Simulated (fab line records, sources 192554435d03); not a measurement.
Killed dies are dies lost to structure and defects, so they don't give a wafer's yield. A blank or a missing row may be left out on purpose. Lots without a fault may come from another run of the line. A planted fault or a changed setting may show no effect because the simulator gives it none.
A struck lot beside a sound one | flow n5_finfet | 18 steps out of a route of 1938
Sound: wafers L130.2, L130.4, L130.6. Struck: wafers L133.1, L133.2, L133.3. The cause comes at the end.
At each step with rows: each side's tool, then ch and its chambers, then its first start. Under that, the readings that differ: sound wafers | struck wafers | difference of the means | sigmas: that difference in standard deviations of wafers without a fault.
alike: readings whose means differ by less than 2 such deviations, and words and numbers that are the same on both sides. not compared: withheld readings, readings that some wafer has no value for, bounds like >300 that may hide the same value, and numbers for which the record gives no deviation and whose values overlap.
The two part at a step that has a row with sigmas, a row that says differs or no value, or rows on one side only. Numbers that don't overlap but have no deviation are shown without sigmas and don't part them. A reading that every wafer of one side lacks parts them only if that side has two wafers or more.

first, 2 steps without rows for these wafers: N5_BEOL_M13_ETCH_68 (etches SOC in N2/H2, time 355 s); N5_BEOL_M13_STRIP_69 (strips in N2/H2).
N5_BEOL_M13_TRENCH_ETCH_34: etches SiOC in C4F8/O2/Ar, target depth 413.47 nm, time 162.6 s.
  sound on rie_diel-03 ch 1,2, day 15 03:26; struck on rie_diel-03 ch 0,1,3, day 15 20:28
  alike: bias_w, chamber_pressure_mTorr, drypump_motor_current_A, oes_product_au, rf_vpp_V, showerhead_plenum_p_Torr, throttle_valve_pct
  not compared: rf_hours_counter_h
then, 1 step without rows for these wafers: N5_BEOL_M13_STRIP_70 (strips in C4F8/O2/Ar).
N5_BEOL_M13_OCD_MEAS_35:
  sound on ocd-02, day 15 03:37; struck on ocd-02, day 15 20:38
  alike: trench_depth_nm
then, 1 step without rows for these wafers: N5_BEOL_M13_STRIP_37 (strips in N2/H2).
N5_BEOL_M13_ETCH_38: etches SiCN in CF4/N2, target depth 67.5 nm, time 71.9 s.
  sound on rie_diel-03 ch 0,2,3, day 15 04:07; struck on rie_diel-04 ch 0,2,3, day 15 23:45
  alike: bias_w, chamber_pressure_mTorr, drypump_motor_current_A, oes_product_au, rf_vpp_V, showerhead_plenum_p_Torr, throttle_valve_pct
  not compared: rf_hours_counter_h
then, 2 steps without rows for these wafers: N5_BEOL_M13_PRECLEAN_39 (cleans in residue remover, time 60 s); N5_BEOL_M13_SRD_40 (time 30 s, dry time 30 s).
N5_BEOL_M13_DEGAS_41: time 60 s.
  sound on pvd_sputter-03, day 15 04:19; struck on pvd_sputter-03, day 16 00:16
  alike: heater_power_w
then, 1 step without rows for these wafers: N5_BEOL_M13_PRE_CLEAN_42 (time 30 s).
N5_BEOL_M13_SPUTTER_43: material TaN, target thk 15 nm, time 24.19 s.
  sound on pvd_sputter-03, day 15 04:23; struck on pvd_sputter-03, day 16 00:20
  alike: substrate_temp_c, throttle_valve_pct
N5_BEOL_M13_SPUTTER_44: material Ta, target thk 10 nm, time 16.13 s.
  sound on pvd_sputter-03, day 15 04:28; struck on pvd_sputter-03, day 16 00:25
  reading                                     | sound       | struck  | difference | sigmas
  model.Ta_of_BEOL_M13_SPUTTER_44.thk_nm (nm) | 9.8 9.8 9.6 | 5.8 6 6 | -3.8       |
  alike: substrate_temp_c, throttle_valve_pct
N5_BEOL_M13_SPUTTER_45: material Cu, target thk 80 nm, time 13.33 s.
  sound on pvd_sputter-03, day 15 04:33; struck on pvd_sputter-03, day 16 00:30
  alike: substrate_temp_c, throttle_valve_pct
then, 2 steps without rows for these wafers: N5_BEOL_M13_ECD_47 (material Cu, target thk 936 nm); N5_BEOL_M13_ANNEAL_48 (time 90 s).
N5_BEOL_M13_CMP_49: polishes, stops on SiOC, t overpolish 17.1 s, target thk 420 nm.
  sound on cmp-01 ch 1,2, day 15 05:07; struck on cmp-02 ch 1,2,3, day 16 01:05
  reading                      | sound          | struck         | difference | sigmas
  barrier_field_endpoint_s (s) | 31.1 30.4 30.6 | 25.9 24.9 25.5 | -5.3       | -7
  alike: motor_current_A, slurry_filter_dp_kPa
N5_BEOL_M13_THK_MEAS_50: measures by xrf.
  sound on film_metro-01, day 15 05:25; struck on film_metro-01, day 16 01:23
  alike: M13_THK

WHERE THEY PART
Only at N5_BEOL_M13_CMP_49, within this record. Later steps at which nothing parts them and some readings are alike: N5_BEOL_M13_THK_MEAS_50.

WHY: what the simulator had put in
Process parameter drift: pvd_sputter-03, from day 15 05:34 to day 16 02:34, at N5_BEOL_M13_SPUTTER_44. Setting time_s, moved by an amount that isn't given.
